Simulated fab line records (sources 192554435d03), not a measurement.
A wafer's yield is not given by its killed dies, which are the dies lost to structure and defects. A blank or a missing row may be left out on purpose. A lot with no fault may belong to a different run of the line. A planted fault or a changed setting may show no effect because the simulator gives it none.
A lot that was struck, set against a sound lot    flow n5Finfet    36 out of 1938 route steps
Sound: the wafers L132.1, L132.2, L132.6. The struck wafers were L153.2, L153.5, L153.6. At the end, the cause is stated.
Each step with rows lists, per side, the tool, then ch with its chambers, then its first start. Under that, the readings that differ: sound wafers    struck wafers    difference of the means    sigmas: that difference in standard deviations of wafers without a fault.
alike: same words and numbers on both sides, and readings whose means sit less than 2 such deviations apart. not compared: any withheld reading, any reading some wafer has no value for, any bound like >300 that may hide the same value, and any number with overlapping values for which the record gives no deviation.
A row with sigmas, a row that says differs or no value, or rows on one side alone: a step with any of these is where the two part. Numbers that don't overlap but have no deviation are shown without sigmas and don't part them. A reading missing from all wafers of one side parts the sides only when that side holds two or more wafers.

first, 9 steps without rows for these wafers: N5_BEOL_M4_ANNEAL_95 (time 240 s); N5_BEOL_M4_SPUTTER_96 (material Cu, target thk 4.5 nm, time 8.29 s); N5_BEOL_M4_ECD_50 (material Cu, target thk 300 nm); N5_BEOL_M4_ANNEAL_51 (time 90 s); N5_BEOL_M4_CMP_52 (polishes, stops on SiOC, t overpolish 6.8 s, target thk 40 nm); N5_BEOL_M4_PRE_CLEAN_60 (time 15 s); N5_BEOL_M4_CO_CAP_55 (material Co, precursor CCTBA/H2, target thk 2 nm, time 102.1 s); N5_BEOL_M4_PRE_CLEAN_56 (time 15 s); N5_BEOL_M4_DEP_57 (deposits SiCN from 3MS/NH3, target thk 8 nm, time 14 s).
N5_BEOL_M4_RC_MEAS_101:
  sound on prober-01 ch 0, day 7 18:26; struck on prober-01 ch 0, day 13 05:00
  alike: DIBL_N, DIBL_P, IOFF_N, IOFF_P, ION_N, ION_P, SS_N, SS_P, VT_N, VT_P
then, 24 steps without rows for these wafers: N5_BEOL_M5_ILD_DEP_00 (deposits SiCOH lowk from DEMS/porogen, target thk 140.64 nm, time 25.9 s); N5_BEOL_M5_CURE_79 (cures SiCOH lowk, time 240 s); N5_BEOL_M5_PECVD_70 (deposits SiO2 from TEOS/O2, target thk 16 nm, time 18 s); N5_BEOL_M5_HM_DEP_02 (deposits TiN, target thk 20 nm); N5_BEOL_M5_COAT_59 (time 60 s, resist thk 60 nm); N5_BEOL_M5_COAT_60 (time 60 s, resist thk 12 nm); N5_BEOL_M5_COAT_71 (time 60 s, resist thk 5 nm); N5_BEOL_M5_COAT_05 (resist thk 30 nm); N5_BEOL_M5_EBR_07; N5_BEOL_M5_SOFTBAKE_06 (time 60 s); N5_BEOL_M5_EXPOSE_08 (exposes mask M5, target cd 28 nm); N5_BEOL_M5_PEB_09 (peb time 60 s); N5_BEOL_M5_DEVELOP_10 (develop time 30 s); N5_BEOL_M5_DESCUM_16 (chemistry O2, time 7 s); N5_BEOL_M5_ETCH_72 (etches underlayer in N2/H2, target depth 6.5 nm, time 5.2 s); N5_BEOL_M5_ETCH_61 (etches SiARC in CF4, target depth 15.6 nm, time 26 s); N5_BEOL_M5_ETCH_62 (etches SOC in N2/H2, target depth 75 nm, overetch 15 nm, time 112.5 s); N5_BEOL_M5_STRIP_63 (strips in N2/H2); N5_BEOL_M5_STRIP_73 (strips in N2/H2); N5_BEOL_M5_STRIP_64 (strips in CF4); N5_BEOL_M5_HM_OPEN_17 (chemistry Cl2/BCl3, target TiN, target depth 20 nm, overetch 6 nm); N5_BEOL_M5_STRIP_19 (strips in O2); N5_BEOL_M5_COAT_65 (time 60 s, resist thk 60 nm); N5_BEOL_M5_COAT_66 (time 60 s, resist thk 12 nm).
-- here the record skips 3 days between the struck wafers' starts before and after, leaving off in module BEOL_M5 and picking up in module BEOL_M15 (first step shown: number 1813 of the route) --
N5_BEOL_M15_STRIP_37: strips in O2.
  sound on rieDiel-06 ch 0,2, day 11 14:52; struck on rieDiel-06 ch 0,2,3, day 16 15:21
  no value came back on the struck wafers for any of 7 readings (biasPowerW (W), chamberPressureMTorr (mTorr) and others); on the sound wafers biasPowerW (W) reads 0 0 0
  not compared: rfHoursCounterH
N5_PASSIVATION_PROBE_49:
  struck on prober-02, day 17 11:25; sound on prober-02, day 12 04:59
reading                  sound           struck          difference  sigmas
defectLimitedYield (%)   90.9 92.2 89.5  0 0 0           -91         -65
killed_at_M4_up          18 10 10        1063 1099 1105  +1076       +99 or more
killedDies               107 92 124      1180 1180 1180  +1072       +63
killedOnRim              9 16 18         152 152 152     +138        +35
sort_bin_5_function (%)  5.1 4.5 4.9     96.1 96.6 96.4  +91.5       +92
sortNPass                1073 1088 1056  0 0 0           -1072       -60
sortYieldPct (%)         90.9 92.2 89.5  0 0 0           -91         -57
  alike: killed_at_M0_to_M3, killedAtContacts, killedAtFrontEnd, killedAtOther, killedOpen, killedShort, sort_bin_6_memory

== WHERE THEY PART ==
At N5_BEOL_M15_STRIP_37 first; at N5_PASSIVATION_PROBE_49 last (within this record only).

WHY: whatever the simulator had introduced
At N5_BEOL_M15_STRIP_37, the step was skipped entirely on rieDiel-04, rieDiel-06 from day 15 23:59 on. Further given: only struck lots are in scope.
